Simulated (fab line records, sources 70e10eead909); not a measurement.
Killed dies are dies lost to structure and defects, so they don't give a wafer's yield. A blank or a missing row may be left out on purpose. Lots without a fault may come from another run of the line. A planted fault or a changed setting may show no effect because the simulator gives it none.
fab line records | flow nand_harc | part 1 of 2: steps 1 to 28 of 36
record lots=5 wafers=15 last_day=25
route steps=1159 shown A_STAIRCASE@743 A_SGD_CUT@747 A_SLIT@779
lots that met no fault: from a run of the same line without faults
start_h: hours from the record's first day to the start of the lot's first wafer shown | wait_h: hours since the lot's step before | " the same as in the row above | L1.1+2: a row that stands for several wafers | - no value, or no start given | * or withheld: withheld | < > ~ a bound
route shown NAME@n: a module of which the file shows steps, and the number in the route of the first | usual: mean/standard deviation of fault-free wafers | same: alike in all rows | chamber/n: place in a boat | sites: the reading at each site | _std_site: their standard deviation | _edge_site: outer sites' mean less inner sites' | radius_mm: how far each site lies from the wafer's centre | mask NAME#n: copy n | behind: the tool/chamber that last shaped the wafer | hold: why the lot was held/for how many hours/how that ended | device: the transistor (n, p or np) that didn't switch | end of line: the same wafers' tests at the end of the route | a step without rows: its recipe alone | killed: dies lost to structure and defects at the first sort, not the wafer's yield | map: a wafer's dies, x killed, . not, _ none there
set.NAME: the setting as run; set.NAME@STEP: as run at that earlier step | model.NAME: the simulator's own value behind a step, which no gauge read
lots at some steps of the route; a table a step, a row a wafer
services: from which hour (start_h, from the record's first day; less than 0 if before it) a tool's chamber was out of use, for how many hours, and why
## steps
# step NHARC_A_STAIRCASE_CMP_472
# recipe material=SiO2
# usual motor_current_A=12.4/1.4
# columns lot.wafer tool chamber start_h wait_h motor_current_A
L082.1 cmp-03 3 348.39 0.2 14.1
L082.4 " 2 " " 13.7
L082.5 " 3 " " 13.8
L088.2 cmp-03 1 392.13 0.3 11.3
L088.1 " 2 " " 13.1
L088.6 " 0 " " 10.7
L091.3 cmp-03 0 404.05 0.2 9.6
L091.1 " 1 " " 11.4
L091.5 " 3 " " 14.2
L097.1 cmp-01 3 442.26 0.3 10.6
L097.2 " 0 " " 14.9
L097.5 " 2 " " 13.1
L096.2 cmp-02 3 450.56 0.2 11.4
L096.1 " 1 " " 12.9
L096.6 " 3 " " 11.1
# step NHARC_A_STAIRCASE_SRD_474
# columns lot.wafer tool chamber start_h wait_h
L082.4+5+1 wet_bench-09 4,6,7 348.65 0.0
L088.1+2+6 wet_bench-09 7,1,3 392.35 0.0
L091.1+3+5 wet_bench-04 0,3,4 404.29 0.0
L097.2+5+1 wet_bench-01 6,7,0 442.49 0.1
L096.2+6+1 wet_bench-09 6,0,2 450.82 0.0
# step NHARC_A_STAIRCASE_INSPECT_155
# usual raw_defect_count=317/97
# columns lot.wafer tool chamber start_h wait_h raw_defect_count
L082.1 defect_inspect-02 - 348.73 0.1 383
L082.4 " - " " 334
L082.5 " - " " 236
L088.1 defect_inspect-01 - 392.43 0.1 467
L088.2 " - " " 366
L088.6 " - " " 322
L091.1 defect_inspect-02 - 404.37 0.1 377
L091.3 " - " " 480
L091.5 " - " " 268
L097.1 defect_inspect-01 - 442.56 0.1 608
L097.2 " - " " 354
L097.5 " - " " 321
L096.1 defect_inspect-02 - 450.90 0.1 373
L096.2 " - " " 322
L096.6 " - " " 231
# step NHARC_A_SGD_CUT_DEP_00
# recipe target_thk_a=500 temp_c=400 target_thk_nm=50 flow_sccm=200 rf_w=450 material=SiNx
# usual heater_power_w=738/140 susceptor_temp_C=400.03/0.24
# columns lot.wafer tool chamber start_h wait_h heater_power_w susceptor_temp_C
L082.1 pecvd-02 2 348.80 0.1 998 400.25
L082.5 " 2 " " 1026 400.16
L082.4 " 0 " " 753 399.75
L088.1 pecvd-03 2 392.50 0.1 527 400.14
L088.2 " 0 " " 823 400.09
L088.6 " 1 " " 674 400.02
L091.3 pecvd-02 0 404.45 0.1 761 400.22
L091.1 " 2 " " 1023 400.01
L091.5 " 2 " " 1007 399.95
L097.2 pecvd-02 0 442.65 0.1 725 399.64
L097.1 " 1 " " 607 400.38
L097.5 " 2 " " 952 400.67
L096.1 pecvd-01 0 451.00 0.1 825 400.04
L096.2 " 1 " " 806 400.00
L096.6 " 2 " " 568 400.38
# step NHARC_A_SGD_CUT_DEHYDRATE_01
# recipe temp_c=150 time_s=120
# columns lot.wafer tool chamber start_h wait_h
L082.1+4+5 litho_track-01 0 349.07 0.2
L088.1+2+6 litho_track-06 0 392.77 0.2
L091.1+3+5 litho_track-01 0 404.72 0.2
L097.1+2+5 litho_track-01 0 442.90 0.2
L096.1+2+6 litho_track-04 0 451.24 0.2
# step NHARC_A_SGD_CUT_HMDS_02
# recipe time_s=30
# columns lot.wafer tool chamber start_h wait_h
L082.1+4+5 litho_track-01 0 - -
L088.1+2+6 litho_track-06 0 - -
L091.1+3+5 litho_track-01 0 - -
L097.1+2+5 litho_track-01 0 - -
L096.1+2+6 litho_track-04 0 - -
# step NHARC_A_SGD_CUT_COAT_56
# recipe temp_c=260 time_s=75
# columns lot.wafer tool chamber start_h wait_h
L082.1+4+5 litho_track-01 0 - -
L088.1+2+6 litho_track-06 0 - -
L091.1+3+5 litho_track-01 0 - -
L097.1+2+5 litho_track-01 0 - -
L096.1+2+6 litho_track-04 0 - -
# step NHARC_A_SGD_CUT_COAT_57
# recipe temp_c=225 time_s=65
# columns lot.wafer tool chamber start_h wait_h
L082.1+4+5 litho_track-01 0 - -
L088.1+2+6 litho_track-06 0 - -
L091.1+3+5 litho_track-01 0 - -
L097.1+2+5 litho_track-01 0 - -
L096.1+2+6 litho_track-04 0 - -
# step NHARC_A_SGD_CUT_COAT_03
# recipe spin_rpm=1500 resist_thk_nm=90
# columns lot.wafer tool chamber start_h wait_h
L082.1+4+5 litho_track-01 0 - -
L088.1+2+6 litho_track-06 0 - -
L091.1+3+5 litho_track-01 0 - -
L097.1+2+5 litho_track-01 0 - -
L096.1+2+6 litho_track-04 0 - -
# step NHARC_A_SGD_CUT_SOFTBAKE_04
# recipe temp_c=105 time_s=55
# columns lot.wafer tool chamber start_h wait_h
L082.1+4+5 litho_track-01 0 - -
L088.1+2+6 litho_track-06 0 - -
L091.1+3+5 litho_track-01 0 - -
L097.1+2+5 litho_track-01 0 - -
L096.1+2+6 litho_track-04 0 - -
# step NHARC_A_SGD_CUT_EBR_05
# columns lot.wafer tool chamber start_h wait_h
L082.1+4+5 litho_track-01 0 - -
L088.1+2+6 litho_track-06 0 - -
L091.1+3+5 litho_track-01 0 - -
L097.1+2+5 litho_track-01 0 - -
L096.1+2+6 litho_track-04 0 - -
# step NHARC_A_SGD_CUT_EXPOSE_06
# recipe na=1.35 dose_mj=85.59 mask_id=SGD
# columns lot.wafer tool chamber start_h wait_h mask
L082.1+4+5 arfi_scanner-03 0 349.38 - SGD#0
L088.1+2+6 arfi_scanner-02 0 392.95 - SGD#0
L091.1+3+5 arfi_scanner-02 0 404.90 - SGD#0
L097.1+2+5 arfi_scanner-02 0 443.21 - SGD#0
L096.1+2+6 arfi_scanner-01 0 451.64 - SGD#0
# step NHARC_A_SGD_CUT_PEB_07
# recipe peb_temp_c=100 peb_time_s=65
# columns lot.wafer tool chamber start_h wait_h
L082.1+4+5 litho_track-06 0 349.44 0.1
L088.1+2+6 litho_track-04 0 393.01 0.1
L091.1+3+5 litho_track-04 0 404.96 0.1
L097.1+2+5 litho_track-06 0 443.27 0.1
L096.1+2+6 litho_track-01 0 451.70 0.1
# step NHARC_A_SGD_CUT_DEVELOP_08
# recipe develop_time_s=35 dev_temp_c=23
# columns lot.wafer tool chamber start_h wait_h
L082.1+4+5 litho_track-06 0 - -
L088.1+2+6 litho_track-04 0 - -
L091.1+3+5 litho_track-04 0 - -
L097.1+2+5 litho_track-06 0 - -
L096.1+2+6 litho_track-01 0 - -
# step NHARC_A_SGD_CUT_CD_MEAS_09
# recipe target_cd_nm=100 landing_energy_ev=500
# usual cd_nm=99.9/0.44
# columns lot.wafer tool chamber start_h wait_h cd_nm
L082.1 cd_sem-02 0 349.52 - 99.6
L082.4 " 0 " " 98.9
L082.5 " 0 " " 99.8
L088.1 cd_sem-01 0 393.09 - 100.4
L088.2 " 0 " " 100.0
L088.6 " 0 " " 100.1
L091.1 cd_sem-03 0 405.04 - 99.6
L091.3 " 0 " " 99.5
L091.5 " 0 " " 100.1
L097.1 cd_sem-02 0 443.35 - 99.2
L097.2 " 0 " " 99.7
L097.5 " 0 " " 99.1
L096.1 cd_sem-02 0 451.77 - 100.1
L096.2 " 0 " " 100.0
L096.6 " 0 " " 100.1
# step NHARC_A_SGD_CUT_OVL_MEAS_10
# usual overlay_x_nm=-0.1/1 overlay_y_nm=-0.1/0.77
# columns lot.wafer tool chamber start_h wait_h overlay_x_nm overlay_y_nm
L082.1 overlay-02 - 349.61 - 0.1 0.1
L082.4 " - " " -1.0 -0.1
L082.5 " - " " -0.4 -0.5
L088.1 overlay-01 - 393.18 - 0.8 -0.1
L088.2 " - " " 0.8 0.3
L088.6 " - " " 1.0 0.2
L091.1 overlay-02 - 405.13 - -1.1 -1.1
L091.3 " - " " -1.8 -0.3
L091.5 " - " " -0.9 -1.1
L097.1 overlay-01 - 443.43 - -0.3 0.6
L097.2 " - " " -1.2 0.9
L097.5 " - " " -1.3 0.5
L096.1 overlay-01 - 451.86 - -0.1 -0.6
L096.2 " - " " -0.6 -0.5
L096.6 " - " " -0.9 -0.3
# step NHARC_A_SGD_CUT_INSPECT_11
# usual raw_defect_count=18/10
# columns lot.wafer tool chamber start_h wait_h raw_defect_count
L082.1 defect_inspect-01 - 349.64 0.0 26
L082.4 " - " " 24
L082.5 " - " " 22
L088.1 defect_inspect-02 - 393.22 0.0 39
L088.2 " - " " 35
L088.6 " - " " 26
L091.1 defect_inspect-02 - 405.17 0.0 37
L091.3 " - " " 29
L091.5 " - " " 31
L097.1 defect_inspect-02 - 443.47 0.0 12
L097.2 " - " " 12
L097.5 " - " " 14
L096.1 defect_inspect-01 - 451.90 0.0 13
L096.2 " - " " 12
L096.6 " - " " 14
# step NHARC_A_SGD_CUT_DESCUM_14
# recipe time_s=3 o2_flow_sccm=200 ar_flow_sccm=0 bias_power_w=0 chemistry=O2
# usual drypump_motor_current_A=5.7/0.5 oes_product_au=0.999/0.0068 rf_vpp_V=57.7/0.82 showerhead_plenum_p_Torr=1.90/0.068 throttle_valve_pct=11.311/0.009
# columns lot.wafer tool chamber start_h wait_h drypump_motor_current_A oes_product_au rf_hours_counter_h rf_vpp_V showerhead_plenum_p_Torr throttle_valve_pct
L082.4 rie_diel-09 0 349.71 0.1 5.1 0.982 7 58.3 2.02 11.314
L082.1 " 2 " " 6.5 1.012 6 56.6 1.83 11.325
L082.5 " 1 " " 5.1 1.008 - 59.3 1.94 11.313
L088.2 rie_diel-09 0 393.29 0.1 5.1 0.992 12 58.5 2.02 11.310
L088.1 " 2 " " 6.5 1.006 11 57.1 1.83 11.303
L088.6 " 0 " " 5.1 0.998 - 59.1 2.02 11.306
L091.1 rie_diel-12 2 405.25 0.1 6.4 1.000 1 58.4 2.00 11.307
L091.3 " 3 " " 6.4 1.002 1 56.9 1.96 11.298
L091.5 " 0 " " 5.9 0.993 - 57.8 1.78 11.318
L097.2 rie_diel-12 2 443.55 0.1 6.4 0.994 4 58.0 2.00 11.318
L097.1 " 3 " " 6.3 1.006 4 57.1 1.96 11.313
L097.5 " 0 " " 5.9 1.001 - 57.2 1.78 11.309
L096.1 rie_diel-12 2 451.97 0.1 6.4 1.006 5 57.8 2.00 11.304
L096.2 " 3 " " 6.4 1.009 5 57.0 1.95 11.308
L096.6 " 3 " " 6.4 1.011 - 57.4 1.95 11.311
# step NHARC_A_SGD_CUT_ETCH_58
# recipe target_depth_a=390 over_etch_frac=0.3 time_s=65 ion_energy_ev=80 cf4_flow_sccm=150 ar_flow_sccm=0 rf_w=300 bias_w=100 chemistry=CF4
# usual drypump_motor_current_A=5.8/0.49 oes_product_au=0.999/0.008 rf_vpp_V=151.1/1.1 showerhead_plenum_p_Torr=1.76/0.058 throttle_valve_pct=13.285/0.009
# columns lot.wafer tool chamber start_h wait_h drypump_motor_current_A oes_product_au rf_hours_counter_h rf_vpp_V showerhead_plenum_p_Torr throttle_valve_pct
L082.1 rie_diel-09 2 349.80 0.1 6.5 1.004 6 151.4 1.70 13.288
L082.4 " 3 " " 5.4 0.996 8 151.6 1.78 13.272
L082.5 " 2 " " 6.5 1.005 - 150.2 1.70 13.266
L088.2 rie_diel-09 2 393.38 0.1 6.5 0.990 11 149.6 1.70 13.282
L088.1 " 3 " " 5.4 0.988 13 150.9 1.78 13.263
L088.6 " 1 " " 5.1 0.991 - 151.0 1.79 13.282
L091.1 rie_diel-12 3 405.32 0.1 6.4 1.006 1 150.7 1.81 13.287
L091.3 " 1 " " 5.4 0.999 1 148.9 1.70 13.306
L091.5 " 3 " " 6.4 1.006 - 152.8 1.81 13.297
L097.2 rie_diel-12 2 443.62 0.1 6.4 0.996 4 152.9 1.85 13.276
L097.1 " 0 " " 5.9 1.001 4 151.2 1.65 13.290
L097.5 " 2 " " 6.4 0.990 - 153.7 1.85 13.276
L096.2 rie_diel-12 2 452.06 0.1 6.4 1.004 5 151.7 1.84 13.272
L096.1 " 0 " " 5.9 1.012 5 148.3 1.65 13.283
L096.6 " 1 " " 5.4 1.000 - 150.3 1.70 13.277
# step NHARC_A_SGD_CUT_ETCH_59
# recipe target_depth_a=2600 over_etch_frac=0.25 time_s=406.25 ion_energy_ev=200 n2_flow_sccm=150 h2_flow_sccm=150 ar_flow_sccm=0 rf_w=400 bias_w=150 chemistry=N2/H2
# usual drypump_motor_current_A=5.8/0.5 oes_product_au=0.999/0.0071 rf_vpp_V=430.3/2.2 showerhead_plenum_p_Torr=2.03/0.074 throttle_valve_pct=14.171/0.0088
# columns lot.wafer tool chamber start_h wait_h drypump_motor_current_A oes_product_au rf_hours_counter_h rf_vpp_V showerhead_plenum_p_Torr throttle_valve_pct
L082.1 rie_diel-09 1 - - 5.1 0.989 8 433.2 2.07 14.167
L082.4 " 3 " " 5.4 0.994 8 431.4 2.05 14.174
L082.5 " 0 " " 5.1 0.993 - 433.5 2.16 14.176
L088.1 rie_diel-09 1 - - 5.1 0.993 14 431.2 2.07 14.166
L088.2 " 3 " " 5.4 0.997 13 432.2 2.05 14.166
L088.6 " 0 " " 5.1 0.998 - 434.3 2.16 14.181
L091.1 rie_diel-12 1 - - 5.4 0.994 1 428.7 1.95 14.169
L091.3 " 2 " " 6.4 0.996 1 434.6 2.14 14.168
L091.5 " 1 " " 5.5 0.985 - 428.3 1.95 14.174
L097.1 rie_diel-12 3 - - 6.4 1.010 4 430.2 2.09 14.172
L097.2 " 0 " " 5.9 0.996 5 424.8 1.89 14.170
L097.5 " 3 " " 6.4 1.021 - 432.6 2.09 14.176
L096.2 rie_diel-12 0 - - 5.9 0.990 5 426.2 1.89 14.181
L096.1 " 2 " " 6.4 0.991 5 432.6 2.14 14.167
L096.6 " 3 " " 6.3 1.007 - 432.5 2.09 14.157
# step NHARC_A_SGD_CUT_ETCH_15
# recipe target_depth_a=750 time_s=64.3 ch3f_flow_sccm=50 o2_flow_sccm=30 ar_flow_sccm=200 rf_w=500 bias_w=100 chemistry=CH3F/O2
# usual drypump_motor_current_A=5.8/0.49 oes_product_au=0.964/0.017 rf_vpp_V=263.7/1.6 showerhead_plenum_p_Torr=2.44/0.084 throttle_valve_pct=20.663/0.0087
# columns lot.wafer tool chamber start_h wait_h drypump_motor_current_A oes_product_au rf_hours_counter_h rf_vpp_V showerhead_plenum_p_Torr throttle_valve_pct
L082.1 rie_diel-09 1 - - 5.1 0.961 8 265.7 2.49 20.661
L082.4 " 2 " " 6.5 0.985 6 262.3 2.36 20.653
L082.5 " 2 " " 6.5 0.978 - 262.7 2.36 20.654
L088.2 rie_diel-09 0 - - 5.1 0.944 12 265.0 2.59 20.649
L088.1 " 2 " " 6.5 0.973 11 261.6 2.35 20.671
L088.6 " 3 " " 5.4 0.959 - 263.6 2.47 20.667
L091.1 rie_diel-12 0 - - 5.9 0.969 1 259.9 2.29 20.662
L091.3 " 2 " " 6.4 0.966 1 263.9 2.57 20.651
L091.5 " 0 " " 5.9 0.955 - 261.3 2.29 20.666
L097.1 rie_diel-12 2 - - 6.4 0.962 4 268.1 2.57 20.670
L097.2 " 3 " " 6.4 0.969 4 265.1 2.51 20.658
L097.5 " 0 " " 5.9 0.951 - 261.4 2.29 20.667
L096.2 rie_diel-12 1 - - 5.5 0.970 5 261.5 2.36 20.675
L096.1 " 0 " " 5.9 0.989 5 261.5 2.29 20.680
L096.6 " 2 " " 6.4 0.967 - 265.4 2.57 20.657
# step NHARC_A_SGD_CUT_ETCH_16
# recipe target_depth_a=3105 time_s=155.2 c4f8_flow_sccm=withheld o2_flow_sccm=8 ar_flow_sccm=withheld rf_w=600 bias_w=800 chemistry=C4F8/O2/Ar
# usual oes_product_au=0.974/0.012 rf_vpp_V=723/3.5
# columns lot.wafer tool chamber start_h wait_h oes_product_au rf_hours_counter_h rf_vpp_V
L082.4 rie_diel-09 1 - - 0.974 8 725
L082.1 " 2 " " 0.995 7 719
L082.5 " 0 " " 0.961 - 729
L088.1 rie_diel-09 1 - - 0.976 14 725
L088.2 " 2 " " 0.984 11 717
L088.6 " 0 " " 0.961 - 728
L091.3 rie_diel-12 0 - - 0.974 1 716
L091.1 " 2 " " 0.987 1 727
L091.5 " 0 " " 0.981 - 717
L097.2 rie_diel-12 2 - - 0.978 4 726
L097.1 " 1 " " 0.978 5 721
L097.5 " 2 " " 0.974 - 727
L096.1 rie_diel-12 0 - - 0.977 5 715
L096.2 " 1 " " 0.985 5 720
L096.6 " 3 " " 0.977 - 726
# step NHARC_A_SGD_CUT_STRIP_60
# recipe c4f8_flow_sccm=withheld o2_flow_sccm=8 ar_flow_sccm=withheld bias_w=0 chemistry=C4F8/O2/Ar
# columns lot.wafer tool chamber start_h wait_h
L082.1+4+5 rie_diel-09 1,2,3 - -
L088.1+2+6 rie_diel-09 3,1,2 - -
L091.1+3+5 rie_diel-12 0,3,0 - -
L097.1+2+5 rie_diel-12 0,1,1 - -
L096.1+2+6 rie_diel-12 1,3,2 - -
# step NHARC_A_SGD_CUT_STRIP_17
# recipe o2_flow_sccm=500 ar_flow_sccm=0 bias_w=0 chemistry=O2
# usual drypump_motor_current_A=5.8/0.47 oes_product_au=0.998/0.0076 rf_vpp_V=57.6/0.87 showerhead_plenum_p_Torr=3.49/0.12 throttle_valve_pct=17.037/0.0092
# columns lot.wafer tool chamber start_h wait_h drypump_motor_current_A oes_product_au rf_hours_counter_h rf_vpp_V showerhead_plenum_p_Torr throttle_valve_pct
L082.1 rie_diel-09 1 - - 5.1 0.996 8 58.6 3.58 17.038
L082.4 " 3 " " 5.4 1.001 8 58.1 3.55 17.040
L082.5 " 1 " " 5.1 0.999 - 58.1 3.58 17.037
L088.1 rie_diel-09 0 - - 5.1 0.991 13 58.1 3.71 17.043
L088.2 " 1 " " 5.1 0.998 14 58.1 3.57 17.043
L088.6 " 0 " " 5.1 0.991 - 58.8 3.71 17.014
L091.3 rie_diel-12 0 - - 5.9 0.992 1 58.0 3.30 17.029
L091.1 " 3 " " 6.3 0.991 1 58.8 3.60 17.029
L091.5 " 1 " " 5.4 0.992 - 55.6 3.39 17.036
L097.2 rie_diel-12 2 - - 6.4 1.001 4 57.0 3.68 17.040
L097.1 " 0 " " 5.9 1.008 5 57.3 3.29 17.045
L097.5 " 2 " " 6.4 0.992 - 58.3 3.68 17.042
L096.1 rie_diel-12 1 - - 5.4 0.986 5 57.2 3.39 17.042
L096.2 " 3 " " 6.4 1.006 5 57.7 3.60 17.037
L096.6 " 1 " " 5.4 0.988 - 56.2 3.39 17.027
# step NHARC_A_SGD_CUT_PRECLEAN_18
# recipe time_s=* temp_c=50 bath_age_min=0 chemistry=SC1
# columns lot.wafer tool chamber start_h wait_h
L082.1+5+4 wet_bench-07 6,7,0 350.69 -
L088.1+2+6 wet_bench-07 7,0,4 394.25 -
L091.3+1+5 wet_bench-07 7,0,1 406.23 -
L097.1+2+5 wet_bench-06 3,4,6 444.52 -
L096.2+6+1 wet_bench-06 1,4,6 452.94 -
# step NHARC_A_SGD_CUT_SRD_19
# columns lot.wafer tool chamber start_h wait_h
L082.1+5+4 wet_bench-07 6,7,0 - -
L088.1+2+6 wet_bench-07 7,0,4 - -
L091.3+1+5 wet_bench-07 7,0,1 - -
L097.1+2+5 wet_bench-06 3,4,6 - -
L096.2+6+1 wet_bench-06 1,4,6 - -
# step NHARC_A_SGD_CUT_DEP_20
# recipe target_thk_a=1500 temp_c=65 material=SiO2
# usual susceptor_temp_C=65.02/0.13
# columns lot.wafer tool chamber start_h wait_h susceptor_temp_C
L082.1 fcvd-01 1 350.83 - 65.16
L082.4 " 1 " " 64.95
L082.5 " 1 " " 65.12
L088.1 fcvd-02 0 394.40 - 65.08
L088.2 " 1 " " 65.12
L088.6 " 0 " " 65.00
L091.1 fcvd-02 0 406.39 - 65.08
L091.3 " 0 " " 64.98
L091.5 " 0 " " 64.87
L097.2 fcvd-02 0 444.65 - 64.96
L097.1 " 1 " " 64.82
L097.5 " 1 " " 64.86
L096.1 fcvd-02 1 453.09 - 65.26
L096.2 " 0 " " 64.98
L096.6 " 1 " " 64.82
# step NHARC_A_SGD_CUT_ANNEAL_27
# recipe temp_c=450 time_s=1800
# usual spike_tc_top_C=473.4/2
# columns lot.wafer tool chamber start_h wait_h spike_tc_top_C
L082.1 furnace-08 0 353.47 2.6 475.6
L082.4 " 0 " " 475.9
L082.5 " 0 " " 476.4
L088.1 furnace-06 0 400.22 5.8 471.2
L088.2 " 0 " " 471.9
L088.6 " 0 " " 471.8
L091.1 furnace-08 0 409.02 2.6 474.9
L091.3 " 0 " " 475.4
L091.5 " 0 " " 476.3
L097.1 furnace-08 0 447.76 3.1 474.0
L097.2 " 0 " " 473.3
L097.5 " 0 " " 475.7
L096.1 furnace-06 0 455.82 2.7 470.9
L096.2 " 0 " " 472.1
L096.6 " 0 " " 473.2
